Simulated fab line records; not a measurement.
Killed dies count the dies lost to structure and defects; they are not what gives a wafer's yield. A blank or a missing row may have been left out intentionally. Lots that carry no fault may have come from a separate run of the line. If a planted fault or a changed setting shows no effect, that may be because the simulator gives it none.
fab line records -- flow n5-finfet -- part 2 of 2: steps 4 to 6 of 6
record lots=21, wafers=63, last-day=17
route steps=1938 shown BEOL_M5@1130
lots that met no fault: from a run of the same line without faults
start-h: hours from the record's opening day to when the first of the lot's shown wafers began -- wait-h: hours elapsed since this lot's preceding step -- " unchanged from the row above -- L1.1+2: several wafers, shown together as one row -- - no value present, or no start provided -- * or withheld: withheld -- < > ~ a bound
route shown NAME@n: names a module that has steps shown in the file, with the first one's number in the route -- usual: average and standard deviation across the fault-free wafers -- same: alike in all rows -- chamber/n: place in a boat -- sites: per-site readings -- _std_site: their standard deviation -- _edge_site: inner sites' mean taken away from outer sites' mean -- radius-mm: for every site, how far away it sits from the centre of the wafer -- mask NAME#n: copy n -- behind: the most recent tool/chamber to have shaped the wafer -- hold: why the lot was held/for how many hours/how that ended -- device: the n, p or np transistor that did not switch -- end of line: the route-end tests of the same wafers -- a step without rows: its recipe alone -- killed: count of dies lost to structure and defects at first sort (not the wafer's yield) -- map: dies across one wafer; x = killed, . = not, _ = none there
set.NAME: the run value of the setting; set.NAME@STEP: its run value at that earlier step -- model.NAME: the simulator's own value behind a step, which no gauge read
steps of the route over a sample of lots; a table a step, a row a wafer
services: the hour from which a tool's chamber was out of use, counted from the record's first day as start-h (under 0 if before that day), plus the number of hours and why
## steps
# step N5_BEOL_M5_PRE_CLEAN_45
# recipe gas=H2/He, time-s=30, temp-c=250
# usual heater-power-w=333/34
lot.wafer,tool,chamber,start-h,wait-h,heater-power-w
L074.1,pvd-sputter-01,-,175.94,0.0,385
L074.2,pvd-sputter-01,-,175.94,0.0,280
L074.6,pvd-sputter-01,-,175.94,0.0,277
L075.2,pvd-sputter-02,-,176.22,0.0,284
L075.3,pvd-sputter-02,-,176.22,0.0,284
L075.6,pvd-sputter-02,-,176.22,0.0,332
L077.2,pvd-sputter-01,-,198.90,0.0,410
L077.3,pvd-sputter-01,-,198.90,0.0,359
L077.6,pvd-sputter-01,-,198.90,0.0,347
L078.1,pvd-sputter-03,-,207.79,0.0,345
L078.2,pvd-sputter-03,-,207.79,0.0,348
L078.5,pvd-sputter-03,-,207.79,0.0,320
L079.1,pvd-sputter-02,-,209.41,0.0,313
L079.5,pvd-sputter-02,-,209.41,0.0,305
L079.6,pvd-sputter-02,-,209.41,0.0,344
L080.1,pvd-sputter-03,-,213.54,0.0,349
L080.2,pvd-sputter-03,-,213.54,0.0,318
L080.6,pvd-sputter-03,-,213.54,0.0,338
L081.3,pvd-sputter-01,-,216.57,0.0,281
L081.4,pvd-sputter-01,-,216.57,0.0,385
L081.5,pvd-sputter-01,-,216.57,0.0,356
L083.4,pvd-sputter-03,-,241.05,0.0,352
L083.5,pvd-sputter-03,-,241.05,0.0,324
L083.6,pvd-sputter-03,-,241.05,0.0,378
L084.2,pvd-sputter-01,-,246.05,0.0,311
L084.4,pvd-sputter-01,-,246.05,0.0,357
L084.5,pvd-sputter-01,-,246.05,0.0,392
L086.2,pvd-sputter-02,-,246.79,0.0,287
L086.4,pvd-sputter-02,-,246.79,0.0,339
L086.6,pvd-sputter-02,-,246.79,0.0,336
L087.1,pvd-sputter-03,-,249.38,0.0,353
L087.3,pvd-sputter-03,-,249.38,0.0,376
L087.6,pvd-sputter-03,-,249.38,0.0,377
L088.1,pvd-sputter-02,-,252.60,0.0,352
L088.5,pvd-sputter-02,-,252.60,0.0,350
L088.6,pvd-sputter-02,-,252.60,0.0,301
L091.1,pvd-sputter-01,-,282.97,0.0,379
L091.2,pvd-sputter-01,-,282.97,0.0,280
L091.4,pvd-sputter-01,-,282.97,0.0,352
L090.2,pvd-sputter-03,-,283.97,0.0,348
L090.5,pvd-sputter-03,-,283.97,0.0,336
L090.6,pvd-sputter-03,-,283.97,0.0,353
L089.3,pvd-sputter-03,-,284.05,0.0,350
L089.4,pvd-sputter-03,-,284.05,0.0,377
L089.5,pvd-sputter-03,-,284.05,0.0,355
L093.3,pvd-sputter-01,-,289.65,0.0,386
L093.4,pvd-sputter-01,-,289.65,0.0,352
L093.5,pvd-sputter-01,-,289.65,0.0,279
L092.2,pvd-sputter-02,-,289.66,0.0,308
L092.3,pvd-sputter-02,-,289.66,0.0,334
L092.4,pvd-sputter-02,-,289.66,0.0,282
L094.2,pvd-sputter-03,-,304.34,0.0,344
L094.3,pvd-sputter-03,-,304.34,0.0,373
L094.5,pvd-sputter-03,-,304.34,0.0,377
L095.4,pvd-sputter-02,-,309.86,0.0,333
L095.5,pvd-sputter-02,-,309.86,0.0,293
L095.6,pvd-sputter-02,-,309.86,0.0,336
L096.2,pvd-sputter-01,-,313.02,0.0,388
L096.3,pvd-sputter-01,-,313.02,0.0,310
L096.6,pvd-sputter-01,-,313.02,0.0,394
L097.1,pvd-sputter-03,-,317.34,0.0,383
L097.3,pvd-sputter-03,-,317.34,0.0,341
L097.4,pvd-sputter-03,-,317.34,0.0,317
# step N5_BEOL_M5_SPUTTER_88
# recipe material=Cu, target-thk-a=150, temp-c=-20, chamber-pressure-pa=0.07, power-w=withheld, time-s=27.62
# usual chuck-sensor-temp-C=-15.7/0.48, throttle-valve-pct=30.3/0.91
lot.wafer,tool,chamber,start-h,wait-h,chuck-sensor-temp-C,throttle-valve-pct
L074.1,pvd-sputter-02,-,179.91,0.5,-16.2,28.9
L074.2,pvd-sputter-02,-,179.91,0.5,-15.2,29.4
L074.6,pvd-sputter-02,-,179.91,0.5,-16.4,29.2
L075.2,pvd-sputter-01,-,180.19,0.5,-14.7,30.4
L075.3,pvd-sputter-01,-,180.19,0.5,-16.2,31.7
L075.6,pvd-sputter-01,-,180.19,0.5,-16.1,32.0
L077.2,pvd-sputter-03,-,204.27,2.0,-16.2,30.5
L077.3,pvd-sputter-03,-,204.27,2.0,-15.7,29.3
L077.6,pvd-sputter-03,-,204.27,2.0,-15.5,29.4
L078.1,pvd-sputter-03,-,211.67,0.5,-16.5,30.3
L078.2,pvd-sputter-03,-,211.67,0.5,-15.6,31.8
L078.5,pvd-sputter-03,-,211.67,0.5,-16.5,30.2
L079.1,pvd-sputter-01,-,213.27,0.5,-14.9,30.7
L079.5,pvd-sputter-01,-,213.27,0.5,-14.7,30.8
L079.6,pvd-sputter-01,-,213.27,0.5,-15.8,30.8
L080.1,pvd-sputter-02,-,217.51,0.5,-15.2,30.5
L080.2,pvd-sputter-02,-,217.51,0.5,-15.9,29.3
L080.6,pvd-sputter-02,-,217.51,0.5,-15.8,29.4
L081.3,pvd-sputter-01,-,220.51,0.5,-15.9,29.2
L081.4,pvd-sputter-01,-,220.51,0.5,-15.0,30.7
L081.5,pvd-sputter-01,-,220.51,0.5,-16.3,31.8
L083.4,pvd-sputter-02,-,244.88,0.5,-15.3,30.2
L083.5,pvd-sputter-02,-,244.88,0.5,-15.3,30.1
L083.6,pvd-sputter-02,-,244.88,0.5,-15.4,29.5
L084.2,pvd-sputter-02,-,250.09,0.5,-16.1,29.0
L084.4,pvd-sputter-02,-,250.09,0.5,-15.9,29.6
L084.5,pvd-sputter-02,-,250.09,0.5,-15.9,29.1
L086.2,pvd-sputter-01,-,251.23,0.5,-14.8,30.5
L086.4,pvd-sputter-01,-,251.23,0.5,-15.8,29.5
L086.6,pvd-sputter-01,-,251.23,0.5,-15.7,31.0
L087.1,pvd-sputter-03,-,253.69,0.5,-15.5,29.1
L087.3,pvd-sputter-03,-,253.69,0.5,-16.7,30.1
L087.6,pvd-sputter-03,-,253.69,0.5,-15.3,31.7
L088.1,pvd-sputter-02,-,256.96,0.5,-15.4,29.5
L088.5,pvd-sputter-02,-,256.96,0.5,-16.1,29.2
L088.6,pvd-sputter-02,-,256.96,0.5,-15.8,29.3
L091.1,pvd-sputter-02,-,286.97,0.5,-15.2,30.1
L091.2,pvd-sputter-02,-,286.97,0.5,-16.0,29.5
L091.4,pvd-sputter-02,-,286.97,0.5,-15.4,29.6
L090.2,pvd-sputter-03,-,287.89,0.5,-16.0,30.3
L090.5,pvd-sputter-03,-,287.89,0.5,-15.5,31.7
L090.6,pvd-sputter-03,-,287.89,0.5,-16.3,30.1
L089.3,pvd-sputter-01,-,288.21,0.5,-14.9,30.6
L089.4,pvd-sputter-01,-,288.21,0.5,-15.6,31.1
L089.5,pvd-sputter-01,-,288.21,0.5,-15.7,31.0
L093.3,pvd-sputter-01,-,293.69,0.5,-16.1,31.9
L093.4,pvd-sputter-01,-,293.69,0.5,-14.9,30.8
L093.5,pvd-sputter-01,-,293.69,0.5,-15.9,31.0
L092.2,pvd-sputter-03,-,295.01,0.5,-15.6,29.3
L092.3,pvd-sputter-03,-,295.01,0.5,-16.4,30.0
L092.4,pvd-sputter-03,-,295.01,0.5,-16.0,29.9
L094.2,pvd-sputter-03,-,308.27,0.5,-15.6,29.5
L094.3,pvd-sputter-03,-,308.27,0.5,-16.4,30.3
L094.5,pvd-sputter-03,-,308.27,0.5,-16.3,30.0
L095.4,pvd-sputter-02,-,314.14,0.5,-15.3,29.4
L095.5,pvd-sputter-02,-,314.14,0.5,-15.3,29.4
L095.6,pvd-sputter-02,-,314.14,0.5,-15.2,30.1
L096.2,pvd-sputter-01,-,316.96,0.5,-14.7,30.6
L096.3,pvd-sputter-01,-,316.96,0.5,-15.9,29.3
L096.6,pvd-sputter-01,-,316.96,0.5,-15.0,30.6
L097.1,pvd-sputter-01,-,321.61,0.5,-15.7,29.3
L097.3,pvd-sputter-01,-,321.61,0.5,-15.9,31.3
L097.4,pvd-sputter-01,-,321.61,0.5,-14.8,30.2
# step N5_BEOL_M5_DEP_56
# recipe material=SiCN, target-thk-a=80, temp-c=withheld, precursor=3MS/NH3, pressure-torr=3, rf-w=202, time-s=14
# usual showerhead-plenum-p-Torr=3.668/0.011, throttle-valve-pct=9.0/0.47
lot.wafer,tool,chamber,start-h,wait-h,showerhead-plenum-p-Torr,throttle-valve-pct
L074.1,pecvd-02,2,182.00,0.0,3.678,9.0
L074.2,pecvd-02,0,182.00,0.0,3.639,9.6
L074.6,pecvd-02,1,182.00,0.0,3.666,9.3
L075.2,pecvd-01,1,182.26,0.0,3.665,9.5
L075.3,pecvd-01,0,182.26,0.0,3.668,8.4
L075.6,pecvd-01,2,182.26,0.0,3.665,8.3
L077.2,pecvd-03,0,206.77,0.0,3.654,9.3
L077.3,pecvd-03,1,206.77,0.0,3.667,9.4
L077.6,pecvd-03,0,206.77,0.0,3.661,9.4
L078.1,pecvd-03,2,213.75,0.0,3.679,8.8
L078.2,pecvd-03,0,213.75,0.0,3.664,9.5
L078.5,pecvd-03,1,213.75,0.0,3.664,9.4
L079.1,pecvd-02,2,215.34,0.0,3.673,9.0
L079.5,pecvd-02,1,215.34,0.0,3.667,9.3
L079.6,pecvd-02,2,215.34,0.0,3.683,9.2
L080.1,pecvd-01,0,219.65,0.0,3.671,8.3
L080.2,pecvd-01,2,219.65,0.0,3.655,8.5
L080.6,pecvd-01,2,219.65,0.0,3.667,8.8
L081.3,pecvd-03,0,222.64,0.0,3.667,9.5
L081.4,pecvd-03,1,222.64,0.0,3.664,9.4
L081.5,pecvd-03,0,222.64,0.0,3.647,9.3
L083.4,pecvd-03,2,247.16,0.0,3.682,8.4
L083.5,pecvd-03,0,247.16,0.0,3.657,9.3
L083.6,pecvd-03,1,247.16,0.0,3.673,9.4
L084.2,pecvd-03,0,252.79,0.0,3.655,9.5
L084.4,pecvd-03,1,252.79,0.0,3.680,9.3
L084.5,pecvd-03,2,252.79,0.0,3.688,8.4
L086.2,pecvd-01,0,253.31,0.0,3.664,8.4
L086.4,pecvd-01,2,253.31,0.0,3.658,8.2
L086.6,pecvd-01,1,253.31,0.0,3.660,9.9
L087.1,pecvd-01,0,255.86,0.0,3.670,8.6
L087.3,pecvd-01,1,255.86,0.0,3.675,9.3
L087.6,pecvd-01,2,255.86,0.0,3.662,8.3
L088.1,pecvd-03,0,259.04,0.0,3.661,9.6
L088.5,pecvd-03,2,259.04,0.0,3.685,8.5
L088.6,pecvd-03,0,259.04,0.0,3.663,9.3
L091.1,pecvd-03,0,289.05,0.0,3.664,9.2
L091.2,pecvd-03,1,289.05,0.0,3.668,9.0
L091.4,pecvd-03,1,289.05,0.0,3.674,9.6
L090.2,pecvd-01,1,290.37,0.0,3.673,9.4
L090.5,pecvd-01,1,290.37,0.0,3.654,9.4
L090.6,pecvd-01,0,290.37,0.0,3.666,8.5
L089.3,pecvd-01,0,290.51,0.0,3.660,8.6
L089.4,pecvd-01,1,290.51,0.0,3.661,9.6
L089.5,pecvd-01,0,290.51,0.0,3.669,8.2
L093.3,pecvd-02,0,295.77,0.0,3.643,9.5
L093.4,pecvd-02,2,295.77,0.0,3.674,9.3
L093.5,pecvd-02,1,295.77,0.0,3.664,9.5
L092.2,pecvd-03,0,297.15,0.0,3.666,9.5
L092.3,pecvd-03,1,297.15,0.0,3.671,9.4
L092.4,pecvd-03,0,297.15,0.0,3.671,9.4
L094.2,pecvd-02,0,310.99,0.0,3.663,9.6
L094.3,pecvd-02,1,310.99,0.0,3.663,9.6
L094.5,pecvd-02,2,310.99,0.0,3.687,9.0
L095.4,pecvd-01,1,316.24,0.0,3.663,9.5
L095.5,pecvd-01,0,316.24,0.0,3.669,8.5
L095.6,pecvd-01,2,316.24,0.0,3.670,8.5
L096.2,pecvd-02,0,319.04,0.0,3.646,9.6
L096.3,pecvd-02,2,319.04,0.0,3.684,9.0
L096.6,pecvd-02,1,319.04,0.0,3.665,9.4
L097.1,pecvd-02,2,323.68,0.0,3.686,9.4
L097.3,pecvd-02,0,323.68,0.0,3.647,9.5
L097.4,pecvd-02,2,323.68,0.0,3.685,9.1
## services
tool,chamber,start-h,hours,kind
pecvd-01,-,158.67,0.7,repair
pvd-sputter-03,-,169.46,17.4,repair
pecvd-03,0,176.17,2.1,scheduled-down
pecvd-03,-,194.16,6.6,repair
rie-diel-04,3,202.30,-,clean
rie-diel-04,3,202.30,-,consumable-replace:focus-ring
rie-diel-04,3,202.30,28.8,scheduled-down
rie-diel-04,3,202.30,28.8,vent-cycle
rie-diel-01,-,206.39,0.5,repair
pecvd-01,1,218.87,5.0,scheduled-down
rie-diel-04,0,239.05,-,clean
rie-diel-04,0,239.05,-,consumable-replace:focus-ring
rie-diel-04,0,239.05,24.7,scheduled-down
rie-diel-04,0,239.05,24.7,vent-cycle
pecvd-03,-,257.52,0.3,repair
pvd-sputter-01,-,265.60,4.9,repair
rie-diel-01,1,286.80,6.7,repair
rie-diel-05,0,300.39,21.1,repair
rie-diel-05,2,303.66,4.9,repair
pvd-sputter-02,-,306.05,1.9,repair
pecvd-01,-,318.31,6.0,pm
